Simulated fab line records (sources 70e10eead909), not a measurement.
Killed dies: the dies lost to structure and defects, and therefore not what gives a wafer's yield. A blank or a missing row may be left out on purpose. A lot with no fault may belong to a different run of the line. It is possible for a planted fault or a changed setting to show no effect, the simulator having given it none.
Chamber matching | flow nand harc | 4 sister chambers for NHARC_P_GATE_STRIP_101 on rie diel-03
The step strips in O2, time 20 s. 4 wafers are shown with their chamber, then 10 later ones without.

## WAFERS, EACH WITH ITS CHAMBER
wafer  | chamber | showerhead plenum p Torr (Torr)
L081.6 | 0       | 3.59
L085.5 | 1       | 3.30
L093.1 | 2       | 3.66
L093.2 | 3       | 3.59

## WAFERS WITHOUT THEIR CHAMBER
wafer  | showerhead plenum p Torr (Torr)
L093.6 | 3.66
L095.2 | 3.29
L095.3 | 3.66
L095.4 | 3.59
L096.1 | 3.58
L096.2 | 3.29
L096.3 | 3.66
L097.1 | 3.59
L097.5 | 3.66
L097.6 | 3.29

## THE CHAMBER EACH PASSED THROUGH
wafer  | from the rows above     | in truth
L093.6 | 2                       | 2
L095.2 | 1                       | 1
L095.3 | 2                       | 2
L095.4 | can't be placed: 0 or 3 | 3
L096.1 | can't be placed: 0 or 3 | 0
L096.2 | 1                       | 1
L096.3 | 2                       | 2
L097.1 | can't be placed: 0 or 3 | 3
L097.5 | 2                       | 2
L097.6 | 1                       | 1
Correctly placed: 7 of 10. From these rows, 3 cannot be placed; in 3 the true chamber is one of the candidates. Placed wrongly: 0.
How it was worked out, from the rows above alone: a wafer's distance from a chamber is the root of the sum, over the readings, of the square of ((its reading less the chamber's mean) divided by the reading's scatter). If the next closest chamber is less than 2 further off than the closest, the wafer can't be placed; otherwise it belongs to the closest. For every chamber, the mean is computed from those of its wafers that are shown. The scatter: with one shown wafer a chamber, the root of the mean of the squares of how far each hidden wafer lies from its nearest shown one.
